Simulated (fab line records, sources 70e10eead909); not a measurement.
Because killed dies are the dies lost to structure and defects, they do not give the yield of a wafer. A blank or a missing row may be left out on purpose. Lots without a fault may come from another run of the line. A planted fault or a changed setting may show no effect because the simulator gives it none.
The tool behind it: which one? | flow nand harc | 33 wafers from 11 lots sampled at 6 of the route's 1159 steps

WHAT THE GAUGES READ, wafer by wafer
NHARC_A_SLIT_CD_MEAS_21. Usual: cd nm reads 289.9 nm (standard deviation 0.97).
lot  | measured     | on        | cd nm (nm)        | flag
L473 | day 15 02:10 | cd sem-01 | 288.7 288.7 289.7 |
L474 | day 15 10:44 | cd sem-01 | 290.6 289.4 290.6 |
L477 | day 15 19:10 | cd sem-01 | 289.8 289.7 289.5 |
L478 | day 16 10:09 | cd sem-03 | 289.4 291.5 289.8 |
L490 | day 18 20:36 | cd sem-02 | 290.4 290.8 290.1 |
L488 | day 19 08:59 | cd sem-02 | 291.1 290.1 291.9 |
L486 | day 19 09:16 | cd sem-02 | 289.8 289.5 290.7 |
L489 | day 19 18:19 | cd sem-01 | 289.3 289.3 290.1 |
L485 | day 19 22:40 | cd sem-02 | 290.9 290.3 289.7 |
L492 | day 20 07:40 | cd sem-01 | 291.8 289.7 291.1 |
L496 | day 20 19:16 | cd sem-03 | 288.7 289.0 287.8 |

NHARC_A_SIN_REMOVE_INSPECT_04. Usual: raw defect count reads 283 (standard deviation 75).
lot  | measured     | on                | raw defect count | flag
L473 | day 15 08:59 | defect inspect-02 | 274 232 267      |
L474 | day 15 16:41 | defect inspect-01 | 361 504 478      |
L477 | day 16 02:49 | defect inspect-01 | 392 341 401      |
L478 | day 16 17:50 | defect inspect-01 | 237 322 323      |
L490 | day 19 02:39 | defect inspect-02 | 242 243 284      |
L488 | day 19 16:38 | defect inspect-01 | 316 266 250      |
L486 | day 19 16:38 | defect inspect-02 | 801 714 615      | OFF
L489 | day 20 02:01 | defect inspect-02 | 637 659 583      | OFF
L485 | day 20 06:24 | defect inspect-02 | 559 586 603      | OFF
L492 | day 20 13:59 | defect inspect-01 | 255 225 327      |
L496 | day 21 02:10 | defect inspect-01 | 259 220 203      |

NHARC_END_SORT_01. Usual: killed at array 27, standard deviation 12; killed at other 0.5, standard deviation 0.9; killed at periphery 3.7, standard deviation 2.7; killed dies 31, standard deviation 12; killed open 3.3, standard deviation 2; killed short 2.0, standard deviation 1.4.
lot  | measured     | on        | killed at array | killed at other | killed at periphery | killed dies | killed open | killed short | flag
L490 | day 24 19:31 | prober-02 | 45 43 53        | 1 0 1           | 1 3 2               | 47 46 56    | 2 2 4       | 0 2 3        |
L488 | day 25 03:20 | prober-01 | 50 36 52        | 0 0 0           | 1 0 2               | 51 36 54    | 3 1 8       | 1 2 4        |
L486 | day 24 19:40 | prober-01 | 108 85 95       | 0 0 0           | 6 3 1               | 114 88 96   | 5 1 2       | 2 2 0        | OFF
L489 | day 25 18:07 | prober-02 | 107 111 99      | 0 0 0           | 4 3 3               | 111 114 102 | 5 2 1       | 0 1 0        | OFF
L485 | day 26 01:56 | prober-01 | 91 84 93        | 1 2 1           | 1 5 2               | 93 91 96    | 4 3 9       | 2 2 4        | OFF
L492 | day 25 19:44 | prober-01 | 29 41 28        | 2 0 2           | 0 2 0               | 31 43 30    | 2 4 3       | 1 2 1        |

TOOL THAT RAN EACH LOT (tool first, then ch and the chambers of the sampled wafers, then the start)
lot  | NHARC_A_SGD_CUT_ETCHBACK_24        | NHARC_A_SLIT_ETCH_15                          | NHARC_A_SLIT_ETCH_17
L473 | rie diel-02 ch 0,2,3, day 14 01:44 | rie diel-10 ch 0,3, day 15 00:01 or earlier   | har etch-02 ch 0,1, day 15 00:01
L474 | rie diel-01 ch 1,3, day 14 14:50   | rie diel-10 ch 0,3, day 15 07:56 or earlier   | har etch-01 ch 0,1, day 15 07:56
L477 | rie diel-02 ch 0,1,3, day 15 12:15 | rie diel-10 ch 1,2, day 15 16:31 or earlier   | har etch-01 ch 0,1, day 15 16:31
L478 | rie diel-04 ch 1,3, day 16 01:20   | rie diel-03 ch 0,3, day 16 07:30 or earlier   | har etch-02 ch 0,1, day 16 07:30
L490 | rie diel-01 ch 0,1,3, day 18 09:19 | rie diel-05 ch 0,2,3, day 18 18:13 or earlier | har etch-02 ch 0,1, day 18 18:13
L488 | rie diel-01 ch 1,2,3, day 19 00:52 | rie diel-05 ch 0,1,3, day 19 06:35 or earlier | har etch-02 ch 0,1, day 19 06:35
L486 | rie diel-02 ch 0,1,2, day 19 00:53 | rie diel-03 ch 1,2,3, day 19 06:37 or earlier | har etch-01 ch 0, day 19 06:37
L489 | rie diel-02 ch 0,2,3, day 19 10:18 | rie diel-05 ch 0,3, day 19 15:39 or earlier   | har etch-01 ch 0,1, day 19 15:39
L485 | rie diel-02 ch 0,1,3, day 19 14:23 | rie diel-03 ch 1,3, day 19 19:56 or earlier   | har etch-01 ch 0,1, day 19 19:56
L492 | rie diel-04 ch 0,2,3, day 19 23:20 | rie diel-10 ch 1,3, day 20 05:31 or earlier   | har etch-02 ch 0,1, day 20 05:31
L496 | rie diel-02 ch 0,2, day 20 09:38   | rie diel-05 ch 0,2,3, day 20 16:22 or earlier | har etch-02 ch 0,1, day 20 16:22
- NHARC_A_SGD_CUT_ETCHBACK_24: etches the open film in CH3F/O2, target depth 50 nm, time 92.857 s.
- NHARC_A_SLIT_ETCH_15: etches the open film in O2/COS, target depth 3200 nm, time 832 s.
- NHARC_A_SLIT_ETCH_17: etches the open film in C4F8/O2/Ar, time 1687.5 s, target depth 10100 nm.

WHAT THE TOOLS THEMSELVES READ (means of the sampled wafers that have a number; where no wafer has one, the mark that the record gives instead)
NHARC_A_SGD_CUT_ETCHBACK_24. Usual: drypump motor current A 5.7 A, standard deviation 0.39; oes product au 0.989 a.u., standard deviation 0.028; rf vpp V 244.1 V, standard deviation 1.6; showerhead plenum p Torr 2.45 Torr, standard deviation 0.11; throttle valve pct 20.664 %, standard deviation 0.0086.
lot  | tool        | drypump motor current A (A) | oes product au (a.u.) | rf vpp V (V) | showerhead plenum p Torr (Torr) | throttle valve pct (%) | flag
L473 | rie diel-02 | 5.7                         | 0.994                 | 243.9        | 2.40                            | 20.666                 |
L474 | rie diel-01 | 5.6                         | 0.999                 | 244.4        | 2.44                            | 20.663                 |
L477 | rie diel-02 | 5.9                         | 0.991                 | 243.1        | 2.36                            | 20.660                 |
L478 | rie diel-04 | 5.5                         | 1.012                 | 245.3        | 2.54                            | 20.667                 |
L490 | rie diel-01 | 5.8                         | 1.007                 | 243.5        | 2.43                            | 20.664                 |
L488 | rie diel-01 | 5.4                         | 1.011                 | 243.9        | 2.44                            | 20.664                 |
L486 | rie diel-02 | 5.7                         | 0.996                 | 243.6        | 2.40                            | 20.661                 |
L489 | rie diel-02 | 5.7                         | 0.994                 | 242.8        | 2.39                            | 20.664                 |
L485 | rie diel-02 | 5.9                         | 1.005                 | 243.3        | 2.36                            | 20.666                 |
L492 | rie diel-04 | 5.9                         | 0.997                 | 244.8        | 2.56                            | 20.668                 |
L496 | rie diel-02 | 5.4                         | 1.005                 | 243.8        | 2.43                            | 20.667                 |

NHARC_A_SLIT_ETCH_15. Usual: drypump motor current A 5.6 A, standard deviation 0.38; oes product au 0.995 a.u., standard deviation 0.011; rf vpp V 313.6 V, standard deviation 1.9; showerhead plenum p Torr 3.08 Torr, standard deviation 0.12; throttle valve pct 28.330 %, standard deviation 0.0089.
lot  | tool        | drypump motor current A (A) | oes product au (a.u.) | rf vpp V (V) | showerhead plenum p Torr (Torr) | throttle valve pct (%) | flag
L473 | rie diel-10 | 5.4                         | 0.991                 | 313.4        | 3.09                            | 28.332                 |
L474 | rie diel-10 | 5.4                         | 0.983                 | 314.2        | 3.09                            | 28.325                 |
L477 | rie diel-10 | 5.8                         | 0.987                 | 313.7        | 3.12                            | 28.326                 |
L478 | rie diel-03 | 5.7                         | 1.002                 | 313.1        | 3.12                            | 28.340                 |
L490 | rie diel-05 | 5.8                         | 1.001                 | 312.3        | 3.02                            | 28.324                 |
L488 | rie diel-05 | 5.5                         | 0.987                 | 313.6        | 3.11                            | 28.330                 |
L486 | rie diel-03 | 5.6                         | 1.002                 | 312.8        | 3.02                            | 28.328                 |
L489 | rie diel-05 | 5.7                         | 1.000                 | 312.7        | 3.01                            | 28.334                 |
L485 | rie diel-03 | 5.7                         | 0.987                 | 311.7        | 3.01                            | 28.327                 |
L492 | rie diel-10 | 5.2                         | 0.995                 | 313.6        | 3.07                            | 28.325                 |
L496 | rie diel-05 | 5.8                         | 0.993                 | 312.6        | 3.01                            | 28.329                 |

NHARC_A_SLIT_ETCH_17. Usual: drypump motor current A 5.5 A, standard deviation 0.36; he backside leak sccm 5.8 sccm, standard deviation 0.48; showerhead plenum p Torr 3.73 Torr, standard deviation 0.069; throttle valve pct 32.046 %, standard deviation 0.0087.
lot  | tool        | drypump motor current A (A) | he backside leak sccm (sccm) | showerhead plenum p Torr (Torr) | throttle valve pct (%) | flag
L473 | har etch-02 | 5.8                         | 5.9                          | 3.72                            | 32.044                 |
L474 | har etch-01 | 5.2                         | 5.6                          | 3.72                            | 32.040                 |
L477 | har etch-01 | 5.4                         | 5.5                          | 3.76                            | 32.053                 |
L478 | har etch-02 | 5.8                         | 5.7                          | 3.71                            | 32.045                 |
L490 | har etch-02 | 5.8                         | 6.0                          | 3.70                            | 32.046                 |
L488 | har etch-02 | 5.7                         | 6.0                          | 3.70                            | 32.053                 |
L486 | har etch-01 | 5.7                         | 5.6                          | 3.77                            | 32.042                 |
L489 | har etch-01 | 5.2                         | 5.8                          | 3.70                            | 32.050                 |
L485 | har etch-01 | 5.5                         | 5.7                          | 3.74                            | 32.045                 |
L492 | har etch-02 | 5.8                         | 6.1                          | 3.69                            | 32.045                 |
L496 | har etch-02 | 5.6                         | 6.3                          | 3.75                            | 32.039                 |

THE ANSWER, worked out from the rows above alone
Rule: a lot is off if the mean of its wafers that have a number lies more than 3 standard deviations from the usual mean. Also off: a lot with no number at a reading for which 4 or more lots have one. Where the step has rows for the other lots, those lots are counted as sound. The gauges are gone through in route order, then the tools' own readings, and for those a lot's mean is taken as printed above. The first step at which some lot is off is used, and at that step the reading that is off furthest; a lot without a number counts as furthest.
Off: L486, L489, L485 (NHARC_A_SIN_REMOVE_INSPECT_04, raw defect count).
If a tool, at a process step before that reading, ran all the lots that are off and no sound lot after the first of them, it fits. Not tried: the gauges at NHARC_A_SIN_REMOVE_INSPECT_04; whatever is off there is also off at NHARC_END_SORT_01, on other tools, and gauge error can't account for it. With no start given for some of its lots, NHARC_A_SLIT_ETCH_15 uses the hours and lot order of NHARC_A_SLIT_ETCH_17. One fits: NHARC_A_SLIT_ETCH_17 on har etch-01. A fault onset in the window from L477 (day 15 16:31, its last sound lot) to L486 (day 19 06:37, its first lot off) fits.

WHAT THE SIMULATOR HAD PUT IN
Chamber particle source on har etch-01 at NHARC_A_SLIT_ETCH_17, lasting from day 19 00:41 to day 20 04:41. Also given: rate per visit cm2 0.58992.
Shown lots that were struck: L486, L489, L485. Same finding as the rule above.
